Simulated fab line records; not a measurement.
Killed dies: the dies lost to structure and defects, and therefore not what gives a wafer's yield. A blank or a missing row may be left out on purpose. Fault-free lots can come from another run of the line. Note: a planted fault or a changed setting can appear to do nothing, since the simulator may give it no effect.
Chamber matching -- flow nand harc -- 4 sister chambers for NHARC_A_STAIRCASE_DESCUM_312 on rie diel-09
The step chemistry O2, time 3 s. 22 wafers are shown with their chamber, then 11 later ones without.

== EACH WAFER AND ITS CHAMBER ==
wafer,chamber,showerhead plenum p Torr (Torr),drypump motor current A (A),oes product au (a.u.)
L074.1,0,1.96,6.0,0.988
L074.3,2,2.06,5.8,1.003
L074.6,2,2.06,5.8,1.003
L076.1,2,2.06,5.8,1.010
L076.3,0,1.96,5.9,0.969
L076.5,1,1.93,5.8,0.989
L076.2,1,1.93,5.8,0.993
L076.4,3,2.02,5.1,1.018
L076.6,0,1.96,5.9,0.981
L081.1,1,1.93,5.7,0.990
L081.3,0,1.96,6.0,0.986
L081.5,3,2.01,5.1,1.017
L083.1,2,2.05,5.8,1.001
L083.3,1,1.93,5.8,0.995
L083.6,1,1.93,5.8,0.987
L084.3,3,2.01,5.1,1.001
L084.4,2,2.05,5.8,0.991
L084.6,3,2.01,5.1,0.991
L085.1,2,2.05,5.8,0.988
L085.2,1,1.92,5.8,0.996
L085.4,3,2.01,5.1,1.013
L088.2,3,2.01,5.1,1.008

SIGNATURES (means of the wafers above)
reading,chamber 0,chamber 1,chamber 2,chamber 3,scatter within a chamber
showerhead plenum p Torr,1.9600,1.9283,2.0550,2.0117,0.00419
drypump motor current A,5.950,5.783,5.800,5.100,0.0319
oes product au,0.98100,0.99167,0.99933,1.00800,0.00805
Rule: a wafer's distance from a chamber is the root of the sum, over the readings, of the square of ((its reading less the chamber's mean) divided by the reading's scatter). If the next closest chamber is less than 2 further off than the closest, the wafer can't be placed; otherwise it belongs to the closest. How the scatter is found: for the shown wafers, subtract from each reading the mean of its chamber, square and add these, divide the total by (wafers less chambers), then take the root.

== WAFERS MISSING THEIR CHAMBER ==
wafer,showerhead plenum p Torr (Torr),drypump motor current A (A),oes product au (a.u.)
L088.4,2.05,5.8,0.995
L088.5,1.92,5.8,0.991
L092.1,1.95,5.9,0.975
L092.3,2.04,5.8,0.990
L092.4,1.92,5.7,0.985
L091.1,1.95,5.9,0.965
L091.3,2.04,5.8,0.992
L091.6,2.04,5.8,0.981
L093.1,2.00,5.1,1.006
L093.5,1.95,5.9,0.966
L093.6,1.92,5.7,0.985

== WHICH CHAMBER EACH WENT THROUGH ==
wafer,from the rows above,in truth
L088.4,2,2
L088.5,1,1
L092.1,0,0
L092.3,2,2
L092.4,1,1
L091.1,0,0
L091.3,2,2
L091.6,2,2
L093.1,3,3
L093.5,0,0
L093.6,1,1
Correct placement for 11 of the 11. Left unplaced by these rows: 0. Wrongly placed: 0.
